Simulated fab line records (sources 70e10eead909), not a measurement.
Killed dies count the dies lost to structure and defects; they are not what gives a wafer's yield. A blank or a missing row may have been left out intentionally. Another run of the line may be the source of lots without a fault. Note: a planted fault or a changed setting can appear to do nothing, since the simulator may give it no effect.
fab line records	flow nand-harc
record lots=12	wafers=36	last-day=33
route steps=1302 shown P_STI@109 P_GATE@131 END@1302
lots with no fault: from the same line, run without faults
start-h: hours from the record's opening day to when the first of the lot's shown wafers began	wait-h: hours from the lot's prior step to this one	" unchanged from the row above	L1.1+2: a single row standing in for several wafers	- value missing, or start not given	* or withheld: withheld	< > ~ a bound
route shown NAME@n: NAME is a module with steps in the file, n the number in the route of the first one	usual: the fault-free wafers' mean and standard deviation	same: alike in all rows	chamber/n: place in a boat	sites: each site's reading	_std_site: how widely they spread, as a standard deviation	_edge_site: outer sites' mean less inner sites'	radius-mm: how far each site lies from the wafer's centre	mask NAME#n: copy n	behind: tool/chamber where the wafer was last shaped	hold: cause of the lot's hold/its duration in hours/its outcome	device: the n, p or np transistor that did not switch	end of line: tests run on the same wafers once the route is complete	a step without rows: its recipe alone	killed: not the wafer's yield, but the dies lost to structure and defects at the first sort	map: the dies of a wafer, with x for killed, . for not killed, _ for no die there
set.NAME: the setting the step ran with; set.NAME@STEP: the setting that earlier step ran with	model.NAME: the simulator's own value behind a step, which no gauge read
route steps across a sampled set of lots; one table per step, one row per wafer
services: the hour from which a tool's chamber was out of use, counted from the record's first day as start-h (under 0 if before that day), plus the number of hours and why
## steps
# step NHARC_P_STI_INSPECT_25
# usual raw-defect-count=209/66
lot.wafer	tool	chamber	start-h	wait-h	raw-defect-count
L764.1	defect-inspect-02	-	91.45	0.4	186
L764.3	"	-	"	"	244
L764.5	"	-	"	"	228
L766.1	defect-inspect-01	-	111.72	0.4	162
L766.2	"	-	"	"	227
L766.4	"	-	"	"	298
L768.2	defect-inspect-02	-	131.62	0.4	229
L768.4	"	-	"	"	237
L768.5	"	-	"	"	165
L777.1	defect-inspect-02	-	218.98	0.4	232
L777.4	"	-	"	"	176
L777.6	"	-	"	"	166
L778.1	defect-inspect-02	-	234.92	0.4	237
L778.3	"	-	"	"	132
L778.6	"	-	"	"	273
L779.1	defect-inspect-01	-	240.59	0.4	364
L779.5	"	-	"	"	238
L779.6	"	-	"	"	153
L780.1	defect-inspect-02	-	255.29	0.4	232
L780.3	"	-	"	"	175
L780.4	"	-	"	"	172
L781.2	defect-inspect-01	-	259.95	0.4	361
L781.3	"	-	"	"	263
L781.6	"	-	"	"	114
L782.3	defect-inspect-01	-	274.55	0.4	117
L782.4	"	-	"	"	189
L782.6	"	-	"	"	150
L783.2	defect-inspect-01	-	282.65	0.4	247
L783.3	"	-	"	"	148
L783.6	"	-	"	"	271
L784.3	defect-inspect-01	-	293.74	0.4	212
L784.4	"	-	"	"	300
L784.6	"	-	"	"	182
L785.1	defect-inspect-02	-	311.31	0.4	219
L785.3	"	-	"	"	269
L785.6	"	-	"	"	197
# step NHARC_P_GATE_HM_DEP_102
# recipe target-thk-a=1200	temp-c=400	material=aC
# usual susceptor-temp-C=400.01/0.22	throttle-valve-pct=34.998/0.0091
lot.wafer	tool	chamber	start-h	wait-h	susceptor-temp-C	throttle-valve-pct
L764.1	acl-dep-01	0	113.35	1.4	-	35.014
L764.3	"	0	"	"	-	35.007
L764.5	"	0	"	"	-	34.998
L766.1	acl-dep-02	0	131.25	0.4	400.22	34.987
L766.2	"	0	"	"	399.74	35.013
L766.4	"	0	"	"	400.22	35.013
L768.2	acl-dep-01	0	155.10	0.5	400.18	35.000
L768.4	"	0	"	"	400.18	35.002
L768.5	"	0	"	"	400.19	34.999
L777.1	acl-dep-02	0	241.10	1.6	399.86	34.986
L777.4	"	0	"	"	399.82	34.984
L777.6	"	0	"	"	399.94	34.991
L778.1	acl-dep-03	0	257.18	0.4	399.93	35.002
L778.3	"	0	"	"	399.97	35.003
L778.6	"	0	"	"	399.69	34.988
L779.1	acl-dep-02	0	262.04	0.4	-	34.972
L779.5	"	0	"	"	-	35.000
L779.6	"	0	"	"	-	35.010
L780.1	acl-dep-03	0	278.75	0.4	399.79	35.005
L780.3	"	0	"	"	399.82	34.994
L780.4	"	0	"	"	400.07	34.992
L781.2	acl-dep-01	0	278.86	0.5	399.69	35.000
L781.3	"	0	"	"	400.05	35.006
L781.6	"	0	"	"	400.16	34.992
L782.3	acl-dep-01	0	299.73	2.8	400.08	34.989
L782.4	"	0	"	"	400.04	34.977
L782.6	"	0	"	"	400.23	35.000
L783.2	acl-dep-01	0	304.22	0.5	-	35.025
L783.3	"	0	"	"	-	35.002
L783.6	"	0	"	"	-	35.007
L784.3	acl-dep-02	0	317.36	3.2	-	34.985
L784.4	"	0	"	"	-	34.977
L784.6	"	0	"	"	-	34.999
L785.1	acl-dep-02	0	332.06	0.4	400.32	34.997
L785.3	"	0	"	"	399.90	34.991
L785.6	"	0	"	"	400.15	35.004
# step NHARC_P_GATE_HM_OPEN_105
# recipe target-depth-a=3600	o2-flow-sccm=400	cos-flow-sccm=20	ar-flow-sccm=0	rf-w=500	bias-w=300	chemistry=O2/COS
# usual drypump-motor-current-A=5.6/0.41	oes-product-au=0.999/0.012	rf-vpp-V=468/3.1	showerhead-plenum-p-Torr=3.16/0.15	throttle-valve-pct=28.330/0.0092
lot.wafer	tool	chamber	start-h	wait-h	drypump-motor-current-A	oes-product-au	rf-hours-counter-h	rf-vpp-V	showerhead-plenum-p-Torr	throttle-valve-pct
L764.1	rie-diel-08	0	115	-	5.9	1.010	5	463	2.92	28.325
L764.3	"	2	"	"	5.3	1.019	5	468	3.17	28.326
L764.5	"	0	"	"	5.9	1.010	-	463	2.92	28.329
L766.1	rie-diel-13	1	133	-	5.8	0.995	9	464	3.00	28.329
L766.2	"	3	"	"	5.1	1.008	9	467	3.03	28.331
L766.4	"	0	"	"	5.7	1.017	9	471	3.32	28.335
L768.2	rie-diel-13	2	156	-	5.2	1.003	12	472	3.35	28.340
L768.4	"	0	"	"	5.7	0.551	10	471	3.32	28.341
L768.5	"	2	"	"	5.2	0.987	-	472	3.35	28.333
L777.4	rie-diel-08	1	242	-	6.1	0.993	2	468	3.17	28.315
L777.1	"	0	"	"	6.0	0.985	2	462	2.92	28.327
L777.6	"	1	"	"	6.1	0.992	-	467	3.17	28.320
L778.1	rie-diel-09	2	258	-	6.0	1.011	6	464	2.95	28.315
L778.3	"	3	"	"	6.1	1.007	6	470	3.29	28.324
L778.6	"	2	"	"	6.0	1.019	-	464	2.95	28.344
L779.1	rie-diel-08	3	263	-	5.7	0.989	4	471	3.31	28.345
L779.6	"	3	"	"	5.7	1.001	-	472	3.31	28.332
L779.5	"	0	"	"	5.9	1.005	-	462	2.92	28.342
L780.3	rie-diel-13	2	280	-	5.2	0.993	7	471	3.35	28.319
L780.1	"	0	"	"	5.7	0.987	7	471	3.31	28.328
L780.4	"	1	"	"	5.8	0.978	8	465	3.00	28.343
L781.3	rie-diel-09	3	280	-	6.1	1.006	7	470	3.29	28.324
L781.2	"	0	"	"	4.8	1.008	7	468	3.18	28.335
L781.6	"	1	"	"	6.1	1.009	-	467	3.17	28.343
L782.3	rie-diel-08	1	301	-	6.1	1.002	6	468	3.17	28.330
L782.4	"	3	"	"	5.7	0.995	5	471	3.31	28.336
L782.6	"	0	"	"	5.9	1.002	-	461	2.92	28.309
L783.3	rie-diel-13	0	305	-	5.7	0.996	9	470	3.31	28.322
L783.2	"	1	"	"	5.8	0.977	9	465	3.00	28.333
L783.6	"	2	"	"	5.2	0.985	-	470	3.35	28.343
L784.3	rie-diel-09	3	318	-	6.1	0.999	8	472	3.29	28.324
L784.6	"	3	"	"	6.1	0.988	-	471	3.29	28.323
L784.4	"	1	"	"	6.1	1.005	-	468	3.17	28.327
L785.3	rie-diel-13	0	333	-	5.7	0.986	11	470	3.31	28.323
L785.1	"	2	"	"	5.2	0.992	11	472	3.35	28.329
L785.6	"	3	"	"	5.1	1.006	-	466	3.02	28.335
# step NHARC_P_GATE_STRIP_108
# recipe o2-flow-sccm=500	ar-flow-sccm=0	bias-w=0	chemistry=O2
# usual drypump-motor-current-A=5.6/0.43	oes-product-au=1.001/0.014	rf-vpp-V=57.9/0.87	showerhead-plenum-p-Torr=3.57/0.16	throttle-valve-pct=17.038/0.0099
lot.wafer	tool	chamber	start-h	wait-h	drypump-motor-current-A	oes-product-au	rf-hours-counter-h	rf-vpp-V	showerhead-plenum-p-Torr	throttle-valve-pct
L764.1	rie-diel-08	0	115.52	-	5.9	1.004	5	56.5	3.30	17.053
L764.3	"	1	"	"	6.1	0.985	6	57.1	3.59	17.038
L764.5	"	3	"	"	5.7	0.998	-	59.5	3.75	17.024
L766.4	rie-diel-13	1	133.56	-	5.8	0.990	9	57.5	3.39	17.058
L766.2	"	2	"	"	5.2	0.978	10	59.5	3.79	17.038
L766.1	"	3	"	"	5.1	1.003	9	57.5	3.42	17.021
L768.2	rie-diel-09	1	157.14	-	6.1	1.008	0	57.7	3.59	17.027
L768.5	"	1	"	"	6.1	1.002	-	58.5	3.59	17.022
L768.4	"	0	"	"	4.9	1.001	-	58.6	3.60	17.046
L777.4	rie-diel-13	1	243.30	-	5.8	0.990	4	57.5	3.39	17.039
L777.1	"	2	"	"	5.2	1.008	5	57.9	3.79	17.038
L777.6	"	0	"	"	5.7	0.992	-	57.9	3.74	17.041
L778.3	rie-diel-13	2	259.22	-	5.2	0.998	6	57.9	3.78	17.031
L778.1	"	0	"	"	5.7	0.998	6	58.2	3.74	17.043
L778.6	"	3	"	"	5.1	0.993	-	57.0	3.42	17.045
L779.1	rie-diel-09	0	264.24	-	4.8	1.004	5	57.9	3.59	17.038
L779.5	"	0	"	"	4.8	0.998	-	57.5	3.60	17.034
L779.6	"	1	"	"	6.1	1.004	-	58.8	3.58	17.044
L780.3	rie-diel-13	2	280.78	-	5.2	0.994	7	57.3	3.78	17.052
L780.1	"	3	"	"	5.0	1.003	7	58.3	3.42	17.033
L780.4	"	0	"	"	5.7	0.984	7	58.0	3.74	17.037
L781.3	rie-diel-08	0	281.09	-	5.9	1.016	5	57.2	3.30	17.045
L781.2	"	3	"	"	5.7	1.000	4	58.1	3.74	17.042
L781.6	"	0	"	"	5.9	1.011	-	59.0	3.30	17.051
L782.3	rie-diel-13	1	301.61	-	5.8	0.967	9	58.2	3.39	17.026
L782.6	"	2	"	"	5.2	0.994	-	60.0	3.78	17.039
L782.4	"	0	"	"	5.7	1.002	-	57.8	3.74	17.029
L783.2	rie-diel-08	0	306.19	-	5.9	0.992	6	58.3	3.30	17.037
L783.3	"	1	"	"	6.1	1.011	6	58.1	3.58	17.031
L783.6	"	1	"	"	6.1	1.008	-	57.9	3.58	17.045
L784.3	rie-diel-09	0	319.36	-	4.8	0.990	8	56.8	3.59	17.041
L784.6	"	0	"	"	4.9	0.994	-	56.5	3.59	17.045
L784.4	"	1	"	"	6.1	0.997	-	58.2	3.58	17.036
L785.3	rie-diel-13	2	334.18	-	5.2	0.994	11	58.5	3.78	17.046
L785.1	"	3	"	"	5.1	1.006	7	59.1	3.42	17.017
L785.6	"	2	"	"	5.2	1.002	-	59.4	3.78	17.046
# step NHARC_END_SORT_01
# recipe temp-c=25
# usual killed-at-array=52/17	killed-at-other=1.2/1.4	killed-at-periphery=4.7/2.9	killed-dies=58/17	killed-open=3.2/1.9	killed-short=2.4/1.4
# same gross-dies=677
lot.wafer	tool	chamber	start-h	wait-h	killed-at-array	killed-at-other	killed-at-periphery	killed-dies	killed-open	killed-short
L768.2	prober-01	0	617.23	2.8	44	0	3	47	4	2
L768.4	prober-01	0	618.85	3.4	40	2	626	668	2	3
L768.5	prober-01	0	619.66	3.7	50	1	3	54	2	2
# killed by level:class
L768.2 A_CHANNEL_HOLE_D1:chamber-film-flake=15 A_CHANNEL_HOLE_D2:chamber-film-flake=13 A_CONTACT:chamber-film-flake=4 A_STAIRCASE:chamber-film-flake=2 A_WL_FILL:chamber-film-flake=2 A_M1:chamber-film-flake=2 P_STI:geometric-particle:open=1 P_M0:geometric-particle:open=1
L768.4 P_GATE:area-open=622 A_CHANNEL_HOLE_D1:chamber-film-flake=15 A_CHANNEL_HOLE_D2:chamber-film-flake=6 A_CONTACT:chamber-film-flake=5 A_CHANNEL_FILL_D1:chamber-film-flake=3 P_GATE:chamber-film-flake=3 A_M1:chamber-film-flake=3 A_CHANNEL_FILL_D2:geometric-particle:open=2
L768.5 A_CHANNEL_HOLE_D1:chamber-film-flake=28 A_CHANNEL_HOLE_D2:chamber-film-flake=9 A_CONTACT:chamber-film-flake=5 A_M1:chamber-film-flake=3 P_ZERO_WELL:chamber-film-flake=2 A_CHANNEL_FILL_D2:geometric-particle:short=1 A_STAIRCASE:geometric-particle:open=1 A_STAIRCASE:geometric-particle:short=1
## services
tool	chamber	start-h	hours	kind
rie-diel-13	1	91.96	10.3	repair
rie-diel-13	0	95.00	-	clean
rie-diel-13	2	95.00	-	clean
rie-diel-13	3	95.00	-	clean
rie-diel-08	2	98.81	8.6	repair
acl-dep-01	-	106.35	1.1	repair
acl-dep-03	-	116.27	13.0	pm
rie-diel-13	0	119.50	-	clean
rie-diel-08	0	131.82	3.2	repair
rie-diel-09	-	143.10	9.0	pm
rie-diel-09	3	154.89	8.6	repair
rie-diel-13	-	165.00	9.0	pm
acl-dep-01	-	187.37	13.0	pm
rie-diel-08	-	190.80	9.0	pm
rie-diel-09	3	200.05	2.7	repair
rie-diel-13	-	203.11	0.3	repair
acl-dep-02	-	244.30	13.0	pm
rie-diel-13	3	298.39	30.6	repair
acl-dep-03	-	298.41	13.0	pm
rie-diel-09	2	299.62	4.5	repair
rie-diel-08	0	310.99	14.5	repair
rie-diel-09	2	311.19	16.1	repair
rie-diel-09	-	320.10	9.0	pm
rie-diel-09	1	329.92	8.1	repair
## key
first-sign step=NHARC_P_GATE_HM_OPEN_105	reading=oes-product-au	direction=down	sigmas=37	usual=0.999	struck=0.551
effect step=NHARC_END_SORT_01	reading=killed-at-periphery	direction=up	sigmas=99+	usual=4.7	struck=626
more-kills-born-at NHARC_P_GATE_HM_OPEN_105@rie-diel-13=622
met-at NHARC_P_GATE_HM_OPEN_105
struck-lots L768
struck-wafers L768.4
later-rows-left-out L768.4
tester-left-out L768
not-acting-at NHARC_P_STI_INSPECT_25,NHARC_P_GATE_HM_DEP_102,NHARC_P_GATE_STRIP_108
onset-between 133 156
fault kind=process-parameter-drift	tool=rie-diel-13	chamber=-	onset-h=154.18	steps=NHARC_P_GATE_HM_OPEN_105	channel=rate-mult	offset=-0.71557	shape=step	end-h=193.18	scope=struck-wafers-only
# tester-left-out: of these lots the tester's yield and bins aren't shown, on N5 and GAA mostly nor the transistor test; their killed dies are dies lost to structure and defects alone, not to doping, threshold or leakage, so they don't give the yield
# later-rows-left-out: the simulator's readings of these wafers behind a module that went badly wrong aren't trusted and aren't shown, but for the sort
